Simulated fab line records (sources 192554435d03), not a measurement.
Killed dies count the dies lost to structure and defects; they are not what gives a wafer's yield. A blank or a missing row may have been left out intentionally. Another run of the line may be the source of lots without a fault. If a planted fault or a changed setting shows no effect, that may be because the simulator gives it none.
fab line records	flow n5Finfet	part 2 of 2: steps 4 to 6 of 6
[record] lots = 19	wafers = 57	lastDay = 19
route steps=1938 shown BEOL_M6@1231 BEOL_M7@1266
lots that met no fault: taken from a fault-free run of the same line
startH: start of the lot's first displayed wafer, in hours after the record's first day	waitH: time in hours since the lot's previous step	" identical to the entry in the row above	L1.1+2: a row that stands for several wafers	- no value, or no start given	* or withheld: withheld	< > ~ a bound
route shown NAME@n: NAME is a module with steps in the file, n the number in the route of the first one	usual: the fault-free wafers' mean and standard deviation	same: alike in all rows	chamber/n: place in a boat	sites: readings site by site	_std_site: how widely they spread, as a standard deviation	_edge_site: the outer-site mean with the inner-site mean subtracted	radiusMm: for every site, how far away it sits from the centre of the wafer	mask NAME#n: copy n	behind: the most recent tool/chamber to have shaped the wafer	hold: what put the lot on hold/how long, in hours/how the hold closed	device: which transistor (n, p or np) failed to switch	end of line: tests run on the same wafers once the route is complete	a step without rows: its recipe alone	killed: the dies lost at the first sort to structure and to defects; this is not the yield of the wafer	map: shows each die of a wafer: x if killed, . if not, _ if none is there
set.NAME: the setting as run; set.NAME@STEP: as run at that earlier step	model.NAME: the simulator's own value behind a step, which no gauge read
steps of the route over a sample of lots; a table a step, a row a wafer
services: the hour from which a tool's chamber was out of use, counted from the record's first day as startH (under 0 if before that day), plus the number of hours and why
[[steps]]
[step N5_BEOL_M7_PECVD_70]
[recipe] material = SiO2	targetThkA = 200	tempC = 400	precursor = TEOS/O2	pressureTorr = 5.5	rfW = 450	teosFlowSccm = 53.8	gas = O2	flowSccm = 3000	timeS = 22.7
[usual] heaterPowerW = 710/110	rfFwdPowerW = 445.3/1.8	showerheadPlenumPTorr = 8.81/0.085	showerheadVppV = 1312/49	throttleValvePct = 22.9/1.8
[same] timeS = 22.7
lot.wafer	tool	chamber	startH	waitH	heaterPowerW	rfFwdPowerW	showerheadPlenumPTorr	showerheadVppV	throttleValvePct
L074.1	pecvd-02	1	190.32	0.0	859	444.4	8.81	1365	23.4
L074.2	"	2	"	"	651	442.2	8.84	1232	21.5
L074.3	"	0	"	"	757	445.5	8.71	1273	21.6
L075.1	pecvd-03	0	195.52	0.0	814	447.1	8.94	1301	24.4
L075.2	"	1	"	"	737	443.8	8.89	1229	23.8
L075.5	"	2	"	"	483	447.9	8.78	1336	19.6
L076.1	pecvd-04	1	199.12	0.0	642	444.9	8.73	1342	23.7
L076.2	"	0	"	"	902	442.4	8.73	1363	25.3
L076.5	"	1	"	"	618	444.5	8.72	1341	23.6
L079.2	pecvd-03	0	216.75	0.0	687	444.9	8.95	1254	24.6
L079.3	"	1	"	"	728	442.1	8.90	1236	23.7
L079.6	"	1	"	"	744	443.9	8.92	1231	23.6
L081.2	pecvd-02	1	230.47	0.0	772	443.6	8.81	1346	23.5
L081.5	"	1	"	"	788	443.3	8.81	1354	23.1
L081.6	"	0	"	"	806	444.9	8.69	1294	21.5
L082.1	pecvd-04	1	230.88	0.0	647	444.7	8.71	1326	23.5
L082.2	"	0	"	"	801	445.6	8.74	1353	25.3
L082.5	"	2	"	"	695	446.8	8.82	1320	21.7
L085.2	pecvd-04	0	239.19	0.0	901	445.6	8.72	1377	25.1
L085.4	"	0	"	"	896	444.8	8.73	1359	25.1
L085.5	"	2	"	"	700	448.0	8.83	1327	22.2
L084.4	pecvd-03	2	241.15	0.1	512	446.1	8.78	1369	19.6
L084.5	"	0	"	"	826	446.3	8.94	1302	24.3
L084.6	"	1	"	"	689	447.3	8.91	1227	23.7
L086.1	pecvd-03	2	270.19	0.0	546	448.0	8.78	1348	19.9
L086.2	"	0	"	"	798	448.1	8.96	1301	24.3
L086.6	"	0	"	"	803	448.3	8.93	1291	24.4
L087.4	pecvd-04	0	273.64	0.1	916	443.7	8.72	1369	25.0
L087.5	"	1	"	"	587	446.6	8.73	1348	23.9
L087.6	"	2	"	"	670	443.9	8.85	1324	22.0
L089.1	pecvd-03	2	274.02	0.0	536	443.0	8.78	1358	19.5
L089.5	"	0	"	"	833	448.1	8.95	1284	24.3
L089.6	"	1	"	"	754	441.6	8.89	1231	24.0
L088.1	pecvd-03	1	286.26	0.0	789	444.4	8.90	1221	23.7
L088.3	"	2	"	"	511	443.6	8.79	1351	19.6
L088.5	"	0	"	"	791	445.9	8.94	1269	24.3
L091.2	pecvd-03	1	289.60	0.0	811	442.7	8.91	1231	23.7
L091.3	"	2	"	"	464	445.2	8.78	1345	19.8
L091.4	"	2	"	"	479	445.6	8.78	1320	20.0
L090.1	pecvd-04	2	309.44	0.0	670	447.6	8.82	1322	22.4
L090.2	"	1	"	"	614	449.8	8.73	1347	23.7
L090.5	"	1	"	"	615	446.8	8.72	1323	23.6
L093.3	pecvd-02	0	338.13	0.1	762	444.7	8.73	1292	21.8
L093.5	"	2	"	"	659	446.0	8.83	1227	20.1
L093.6	"	0	"	"	723	446.0	8.70	1325	21.6
L096.2	pecvd-04	1	338.96	0.0	566	446.1	8.71	1327	23.7
L096.5	"	1	"	"	550	444.4	8.74	1343	23.9
L096.6	"	2	"	"	753	446.0	8.82	1302	22.4
L094.1	pecvd-04	2	340.79	0.0	773	446.3	8.84	1331	22.1
L094.4	"	1	"	"	619	445.2	8.75	1332	23.6
L094.5	"	2	"	"	746	445.6	8.84	1325	22.1
L097.1	pecvd-03	0	358.03	0.0	774	447.1	8.96	1298	24.2
L097.3	"	2	"	"	558	443.8	8.80	1338	19.7
L097.6	"	0	"	"	780	447.6	8.92	1310	24.5
L095.2	pecvd-03	1	368.15	0.0	759	442.3	8.93	1234	23.5
L095.3	"	2	"	"	508	447.1	8.77	1356	19.8
L095.6	"	0	"	"	713	446.5	8.95	1265	24.1
[step N5_BEOL_M7_STRIP_19]
[recipe] chemistry = O2	powerW = 400	tempC = 40	pressureMtorr = 30	rfFrequencyHz = 6e+07	biasPowerW = 0	overashFraction = 0.2	o2FlowSccm = 225
[usual] drypumpMotorCurrentA = 5.5/0.49	oesProductAu = 0.78/0.073	rfVppV = 3.6/0.55	showerheadPlenumPTorr = 2.11/0.054	throttleValvePct = 16.72/0.23
lot.wafer	tool	chamber	startH	waitH	drypumpMotorCurrentA	oesProductAu	rfHoursCounterH	rfVppV	showerheadPlenumPTorr	throttleValvePct
L074.1	rieDiel-06	0	191.80	0.1	4.9	0.70	233	3.6	2.06	16.48
L074.2	"	1	"	"	5.5	0.75	176	3.4	2.18	16.90
L074.3	"	3	"	"	6.2	0.95	6	2.7	2.05	16.40
L075.1	rieDiel-04	2	197.57	0.1	5.0	0.84	76	3.3	2.04	16.76
L075.2	"	1	"	"	6.1	0.75	170	3.5	2.20	16.70
L075.5	"	0	"	"	5.1	0.80	-	3.6	2.10	16.60
L076.1	rieDiel-04	3	201.97	0.2	5.3	0.83	57	3.7	2.15	16.69
L076.2	"	0	"	"	5.1	0.78	98	3.9	2.10	16.59
L076.5	"	3	"	"	5.3	0.84	-	3.2	2.15	16.70
L079.2	rieDiel-06	1	217.98	0.1	5.5	0.74	184	3.5	2.18	16.91
L079.3	"	2	"	"	5.8	0.75	172	3.2	2.10	17.03
L079.6	"	1	"	"	5.5	0.73	-	3.2	2.18	16.90
L081.2	rieDiel-04	1	232.37	0.2	6.1	0.74	182	3.5	2.19	16.71
L081.5	"	2	"	"	5.0	0.84	-	3.9	2.03	16.76
L081.6	"	1	"	"	6.2	0.73	-	4.1	2.19	16.72
L082.1	rieDiel-04	1	232.50	0.1	6.1	0.73	182	3.4	2.19	16.70
L082.2	"	3	"	"	5.3	0.82	68	3.9	2.15	16.72
L082.5	"	1	"	"	6.1	0.73	-	3.5	2.19	16.70
L085.2	rieDiel-06	1	240.96	0.1	5.5	0.72	191	3.6	2.17	16.93
L085.4	"	0	"	"	4.9	0.68	248	3.4	2.06	16.50
L085.5	"	0	"	"	4.9	0.68	-	3.5	2.06	16.49
L084.4	rieDiel-04	1	243.60	0.2	6.1	0.73	187	4.0	2.19	16.72
L084.5	"	0	"	"	5.1	0.78	-	4.1	2.10	16.63
L084.6	"	3	"	"	5.3	0.82	-	3.0	2.15	16.72
L086.1	rieDiel-04	2	273.02	0.1	5.0	0.82	101	3.1	2.03	16.81
L086.2	"	3	"	"	5.3	0.81	81	2.8	2.14	16.74
L086.6	"	2	"	"	5.0	0.82	-	3.2	2.03	16.81
L087.4	rieDiel-06	3	275.33	0.1	6.2	0.89	34	2.7	2.04	16.46
L087.5	"	1	"	"	5.5	0.72	-	3.4	2.17	16.95
L087.6	"	0	"	"	4.9	0.94	-	4.1	2.06	16.07
L089.1	rieDiel-06	0	275.76	0.1	4.9	0.92	5	3.3	2.06	16.05
L089.5	"	2	"	"	5.8	0.72	-	3.6	2.10	17.04
L089.6	"	3	"	"	6.3	0.89	-	3.2	2.04	16.46
L088.1	rieDiel-06	0	289.11	0.1	4.9	0.92	8	4.1	2.05	16.08
L088.3	"	3	"	"	6.3	0.89	38	3.3	2.04	16.45
L088.5	"	2	"	"	5.8	0.73	-	5.0	2.10	17.10
L091.2	rieDiel-04	2	290.94	0.3	5.0	0.81	107	3.1	2.03	16.80
L091.3	"	1	"	"	6.1	0.73	201	4.1	2.18	16.73
L091.4	"	3	"	"	5.3	0.80	85	4.0	2.14	16.76
L090.1	rieDiel-02	2	311.30	0.1	6.4	0.88	46	3.7	2.14	16.65
L090.2	"	1	"	"	5.7	0.74	179	3.5	2.08	16.65
L090.5	"	1	"	"	5.8	0.74	-	4.0	2.08	16.66
L093.3	rieDiel-06	3	340.18	0.2	6.2	0.87	52	3.8	2.04	16.51
L093.5	"	1	"	"	5.5	0.71	-	4.5	2.16	16.97
L093.6	"	2	"	"	5.8	0.72	-	4.0	2.09	17.10
L096.2	rieDiel-02	0	340.65	0.1	5.3	0.68	249	3.3	2.07	17.01
L096.5	"	0	"	"	5.3	0.68	-	3.4	2.07	16.99
L096.6	"	3	"	"	5.0	0.71	-	4.1	2.17	16.65
L094.1	rieDiel-06	1	342.16	0.1	5.5	0.71	220	3.1	2.16	16.98
L094.4	"	0	"	"	4.9	0.89	22	2.8	2.05	16.08
L094.5	"	2	"	"	5.8	0.71	-	5.2	2.09	17.11
L097.1	rieDiel-02	3	360.42	0.1	5.0	0.71	219	5.2	2.17	16.65
L097.3	"	2	"	"	6.4	0.86	59	2.9	2.14	16.67
L097.6	"	2	"	"	6.4	0.86	-	3.6	2.14	16.67
L095.2	rieDiel-04	2	372.46	0.1	5.0	0.80	129	3.7	2.02	16.83
L095.3	"	1	"	"	6.1	0.70	223	2.7	2.18	16.79
L095.6	"	2	"	"	5.0	0.79	-	2.9	2.02	16.84
[step N5_BEOL_M7_CD_MEAS_28]
[recipe] targetCdNm = 40	landingEnergyEv = 500	detector = seInlens
[usual] cdNm = 39.95/0.25
lot.wafer	tool	chamber	startH	waitH	cdNm
L074.1	cdSem-03	0	193.58	-	40.26
L074.2	"	0	"	"	40.08
L074.3	"	0	"	"	40.01
L075.1	cdSem-01	0	197.94	-	40.03
L075.2	"	0	"	"	39.78
L075.5	"	0	"	"	39.79
L076.1	cdSem-03	0	203.84	-	39.49
L076.2	"	0	"	"	39.61
L076.5	"	0	"	"	39.97
L079.2	cdSem-02	0	220.37	-	39.88
L079.3	"	0	"	"	39.70
L079.6	"	0	"	"	39.77
L082.1	cdSem-01	0	234.32	-	40.34
L082.2	"	0	"	"	40.24
L082.5	"	0	"	"	40.17
L081.2	cdSem-03	0	234.49	-	40.16
L081.5	"	0	"	"	40.02
L081.6	"	0	"	"	40.01
L085.2	cdSem-01	0	241.90	-	39.91
L085.4	"	0	"	"	39.83
L085.5	"	0	"	"	39.65
L084.4	cdSem-02	0	243.98	-	39.93
L084.5	"	0	"	"	39.85
L084.6	"	0	"	"	39.92
L086.1	cdSem-02	0	273.74	-	40.58
L086.2	"	0	"	"	39.93
L086.6	"	0	"	"	40.18
L089.1	cdSem-03	0	278.81	-	39.49
L089.5	"	0	"	"	39.64
L089.6	"	0	"	"	39.86
L087.4	cdSem-01	0	278.86	-	39.89
L087.5	"	0	"	"	39.23
L087.6	"	0	"	"	39.83
L088.1	cdSem-02	0	290.41	-	39.61
L088.3	"	0	"	"	40.06
L088.5	"	0	"	"	39.55
L091.2	cdSem-03	0	294.32	-	39.47
L091.3	"	0	"	"	40.05
L091.4	"	0	"	"	39.78
L090.1	cdSem-01	0	311.70	-	40.05
L090.2	"	0	"	"	40.13
L090.5	"	0	"	"	39.46
L093.3	cdSem-02	0	340.69	-	39.71
L093.5	"	0	"	"	39.32
L093.6	"	0	"	"	39.50
L096.2	cdSem-02	0	341.19	-	40.12
L096.5	"	0	"	"	40.10
L096.6	"	0	"	"	39.34
L094.1	cdSem-02	0	344.11	-	39.62
L094.4	"	0	"	"	40.40
L094.5	"	0	"	"	39.94
L097.1	cdSem-01	0	362.74	-	40.15
L097.3	"	0	"	"	39.91
L097.6	"	0	"	"	40.04
L095.2	cdSem-03	0	378.98	-	40.00
L095.3	"	0	"	"	39.66
L095.6	"	0	"	"	40.34
[[services]]
tool	chamber	startH	hours	kind
pecvd-04	0	165.96	12.2	repair
rieDiel-05	0	175.21	1.2	repair
rieDiel-06	-	177.84	0.6	repair
rieDiel-04	0	185.19	4.0	repair
pecvd-03	-	189.70	2.8	pm
rieDiel-01	-	216.73	1.2	repair
rieDiel-05	0	218.65	-	clean
rieDiel-05	0	218.65	-	consumableReplace:focusRing
pecvd-02	-	231.82	5.6	repair
pecvd-04	0	231.97	6.2	repair
rieDiel-06	3	235.37	2.3	repair
rieDiel-05	1	237.91	6.5	repair
rieDiel-03	0	258.93	7.9	repair
rieDiel-03	1	266.71	8.6	repair
rieDiel-03	1	289.50	8.2	repair
rieDiel-06	1	295.74	3.9	repair
rieDiel-06	1	303.97	8.4	repair
rieDiel-05	1	308.63	4.9	repair
rieDiel-03	2	309.62	9.7	repair
rieDiel-05	1	329.31	1.2	repair
rieDiel-06	0	337.93	3.2	repair
rieDiel-04	3	342.35	3.4	repair
rieDiel-02	3	347.28	2.8	repair
rieDiel-04	0	359.94	1.7	repair
